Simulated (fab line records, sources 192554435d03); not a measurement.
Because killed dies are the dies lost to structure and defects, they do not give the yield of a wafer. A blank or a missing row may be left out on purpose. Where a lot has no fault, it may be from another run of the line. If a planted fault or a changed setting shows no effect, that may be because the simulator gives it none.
Split-lot study | flow n5_finfet | on a route of 1938 steps: 7 lots, 21 wafers read

## ABOUT THE SPLIT
At N5_BEOL_M5_ILD_DEP_00 (deposits SiCOH lowk from DEMS/porogen, target thk 140.64 nm, time 25.9 s), the setting time_s was moved away from the recipe's 25.9 s on 4 of the 21 wafers read, by -4.0% to +13.2%. This setting was run at the recipe's value on the other wafers.

## SPLIT TO READING: what lies between them in the file, 1 step
- N5_BEOL_M5_CURE_79: cures SiCOH lowk, time 240 s

## THE READING
M5_ILD_THK, in nm, at N5_BEOL_M5_THK_MEAS_01. On this fab line, fault-free wafers typically give 121.5 nm with a standard deviation of 1.6 nm.

wafer  | tool, chamber at the split | time_s as run, s | against the recipe | M5_ILD_THK, nm | against lot-mates on the recipe
L075.2 | pecvd-01, 0                | 25.9             | recipe             | 119.6          | -
L075.3 | pecvd-01, 2                | 25.9             | recipe             | 120.0          | -
L075.6 | pecvd-01, 1                | 25.9             | recipe             | 119.8          | -
L076.1 | pecvd-02, 2                | 25.9             | recipe             | 119.7          | -
L076.2 | pecvd-02, 1                | 25.9             | recipe             | 120.8          | -
L076.3 | pecvd-02, 0                | 25.9             | recipe             | 122.1          | -
L077.1 | pecvd-04, 0                | 24.87            | -4.0%              | 114.0          | -6.5
L077.2 | pecvd-04, 1                | 25.9             | recipe             | 119.3          | -
L077.3 | pecvd-04, 0                | 25.9             | recipe             | 121.7          | -
L083.3 | pecvd-01, 1                | 25.9             | recipe             | 119.4          | -
L083.4 | pecvd-01, 0                | 25.9             | recipe             | 121.0          | -
L083.5 | pecvd-01, 2                | 25.9             | recipe             | 121.8          | -
L085.2 | pecvd-01, 1                | 25.9             | recipe             | 122.2          | -
L085.4 | pecvd-01, 2                | 28.94            | +11.7%             | 137.9          | +14.8
L085.6 | pecvd-01, 0                | 25.9             | recipe             | 123.9          | -
L092.1 | pecvd-02, 2                | 25.9             | recipe             | 118.7          | -
L092.3 | pecvd-02, 1                | 27.45            | +6.0%              | 127.9          | +7.9
L092.6 | pecvd-02, 2                | 25.9             | recipe             | 121.3          | -
L096.3 | pecvd-02, 1                | 25.9             | recipe             | 122.2          | -
L096.4 | pecvd-02, 1                | 29.32            | +13.2%             | 138.7          | +16.0
L096.5 | pecvd-02, 2                | 25.9             | recipe             | 123.1          | -

THE FIT
A straight line over all 21 wafers: M5_ILD_THK changes by +1.39 nm for each +1% of time_s; r = +0.97; the points scatter about the line by 1.4 nm.
The same after taking each lot's own level away (the mean of its wafers on the recipe; 21 wafers): +1.27 nm for each +1%; r = +0.98; scatter 0.93 nm.
That fit puts the effect of the largest move of time_s on the reading at 17 nm.
Measured against the standard deviation above, the lots' own levels, which go from 119.80 to 123.05 nm, span 2.0 times it.
Hence the lot-to-lot level has little effect on the slope; both slopes agree.
Check: for one of the wafers moved furthest among these (+13.2%), held out of the fit, the line's prediction against its lot-mates is +17.2 nm. It came out at +16 nm against them.

## ADDITIONAL SPLITS CARRIED BY THESE WAFERS
Before the reading, these wafers also passed through other splits. Each is held against what the fit with the lots' levels taken away leaves over:
other split on the same wafers | wafers away from the commonest value | r with M5_ILD_THK (lot level and that fit taken away)
N5_BEOL_M3_ETCH_64 time_s      | 8                                    | -0.07
N5_BEOL_M3_COAT_76 spin_rpm    | 5                                    | -0.30
N5_BEOL_M4_COAT_73 spin_rpm    | 7                                    | +0.00
N5_BEOL_M4_EXPOSE_08 dose_mj   | 10                                   | +0.17

## THE WHOLE CHAIN: every reading that the file lists as answering this split, in the file's order
step                   | what it does                                                             | reading                                                                                  | change (the file's fit)              | r (the file's)
N5_BEOL_M5_ILD_DEP_00  | deposits SiCOH lowk from DEMS/porogen, target thk 140.64 nm, time 25.9 s | SiCOH_lowk_of_BEOL_M5_ILD_DEP_00.thk_nm (the simulator's own value, which no gauge read) | +1.46 nm for each +1% of the setting | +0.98
N5_BEOL_M5_CURE_79     | cures SiCOH lowk, time 240 s                                             | SiCOH_lowk_of_BEOL_M5_ILD_DEP_00.thk_nm (the simulator's own value, which no gauge read) | +1.27 nm for each +1% of the setting | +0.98
N5_BEOL_M5_THK_MEAS_01 |                                                                          | M5_ILD_THK                                                                               | +1.27 for each +1% of the setting    | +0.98

## THE FILE'S OWN FIT
M5_ILD_THK changes by +1.27 nm for each +1% of time_s, r = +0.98.
